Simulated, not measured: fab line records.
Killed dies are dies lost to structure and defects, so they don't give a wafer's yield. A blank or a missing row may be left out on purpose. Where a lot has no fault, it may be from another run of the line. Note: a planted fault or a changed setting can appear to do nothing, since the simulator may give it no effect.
A struck lot beside a sound one	flow n5_finfet	37 steps out of a route of 1938
Sound: the wafers L466.3, L466.4, L466.5. Struck: wafer L456.3; the same lot's L456.2 was not struck, so it is left out; see the end for the cause.
For every step that has rows: the tool of each side, followed by ch and its chambers, followed by its first start. Under that, the readings that differ: sound wafers	struck wafers	difference of the means	sigmas: that difference in standard deviations of wafers without a fault.
alike: readings with means less than 2 such deviations apart, plus words and numbers identical on both sides. not compared: withheld readings, readings lacking a value on some wafer, bounds such as >300 that could conceal the same value, and numbers that have no deviation in the record and whose values overlap.
Wherever a step has rows on one side only, a row that says differs or no value, or a row with sigmas, the two part there. Non-overlapping numbers with no deviation appear without sigmas and do not part them. Lack of a reading on every wafer of one side parts them only where that side has two or more wafers.

first, 8 steps without rows for these wafers: N5_BEOL_M8_SPUTTER_48 (material Cu, target thk 10 nm, time 1.667 s); N5_BEOL_M8_ECD_50 (material Cu, target thk 300 nm); N5_BEOL_M8_ANNEAL_51 (time 90 s); N5_BEOL_M8_CMP_52 (polishes, stops on SiCOH lowk, t overpolish 6.9 s, target thk 80 nm); N5_BEOL_M8_PRE_CLEAN_55 (time 15 s); N5_BEOL_M8_DEP_56 (deposits SiCN from 3MS/NH3, target thk 10 nm, time 17.5 s); N5_BEOL_M9_ILD_DEP_00 (deposits SiCOH lowk from DEMS/porogen, target thk 308.51 nm, time 58 s); N5_BEOL_M9_CURE_71 (cures SiCOH lowk, time 240 s).
N5_BEOL_M9_PECVD_70: deposits SiO2 from TEOS/O2, target thk 20 nm, time 22.7 s.
  sound on pecvd-04 ch 0,1,2, day 14 11:32; struck on pecvd-02 ch 2, day 12 07:25
reading	sound	struck	difference	sigmas
heater_power_w (W)	723 681 814	566	-173	-2
model.SiO2_of_BEOL_M9_PECVD_70.thk_nm (nm)	19.6 20.2 20	23.2	+3.3	
  alike: showerhead_plenum_p_Torr, throttle_valve_pct
  not compared: since_wet_clean_h
then, 25 steps without rows for these wafers: N5_BEOL_M9_HM_DEP_02 (deposits TiN, target thk 20 nm); N5_BEOL_M9_COAT_59 (time 60 s, resist thk 100 nm); N5_BEOL_M9_COAT_60 (time 60 s, resist thk 30 nm); N5_BEOL_M9_COAT_05 (resist thk 90 nm); N5_BEOL_M9_EBR_07; N5_BEOL_M9_SOFTBAKE_06 (time 60 s); N5_BEOL_M9_EXPOSE_08 (exposes mask M9); N5_BEOL_M9_PEB_09 (peb time 60 s); N5_BEOL_M9_DEVELOP_10 (develop time 30 s); N5_BEOL_M9_DESCUM_16 (chemistry O2, time 7.9 s); N5_BEOL_M9_ETCH_61 (etches SiARC in CF4, target depth 39 nm, time 65 s); N5_BEOL_M9_ETCH_62 (etches SOC in N2/H2, target depth 110 nm, overetch 22 nm, time 165 s); N5_BEOL_M9_STRIP_68 (strips in N2/H2); N5_BEOL_M9_STRIP_67 (strips in CF4); N5_BEOL_M9_HM_OPEN_17 (chemistry Cl2/BCl3, target TiN, target depth 20 nm, overetch 6 nm); N5_BEOL_M9_STRIP_19 (strips in O2); N5_BEOL_M9_COAT_63 (time 60 s, resist thk 60 nm); N5_BEOL_M9_COAT_64 (time 60 s, resist thk 12 nm); N5_BEOL_M9_COAT_75 (time 60 s, resist thk 5 nm); N5_BEOL_M9_COAT_22 (resist thk 30 nm); N5_BEOL_M9_EBR_24; N5_BEOL_M9_SOFTBAKE_23 (time 60 s); N5_BEOL_M9_EXPOSE_25 (exposes mask V8); N5_BEOL_M9_PEB_26 (peb time 60 s); N5_BEOL_M9_DEVELOP_27 (develop time 30 s).
N5_BEOL_M9_HM_STRIP_39: strips TiN in peroxide tin strip, target depth 25 nm, time 158 s.
  sound on wet_bench-01 ch 1,2,7, day 14 14:40; struck on wet_bench-01 ch 7, day 12 12:18
reading	sound	struck	difference	sigmas
model.SiO2_of_BEOL_M9_PECVD_70.thk_nm (nm)	19.4 20 19.8	23.2	+3.5	
N5_BEOL_M9_CMP_52: polishes, stops on SiCOH lowk, t overpolish 7 s, target thk 140 nm.
  sound on cmp-04 ch 0,2,3, day 14 17:17; struck on cmp-04 ch 2, day 12 16:12
reading	sound	struck	difference	sigmas
barrier_field_endpoint_s (s)	28.6 31.6 29.2	33.5	+3.7	+4
  alike: clearing_platen_rpm, motor_current_A
after that, 1 step had no rows for these wafers: N5_PASSIVATION_PROBE_49.

WHERE THEY PART
At N5_BEOL_M9_PECVD_70 first; at N5_BEOL_M9_CMP_52 last (within this record only).

WHY: whatever the simulator had introduced
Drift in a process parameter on pecvd-02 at N5_BEOL_M9_PECVD_70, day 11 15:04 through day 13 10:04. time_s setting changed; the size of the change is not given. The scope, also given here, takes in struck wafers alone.
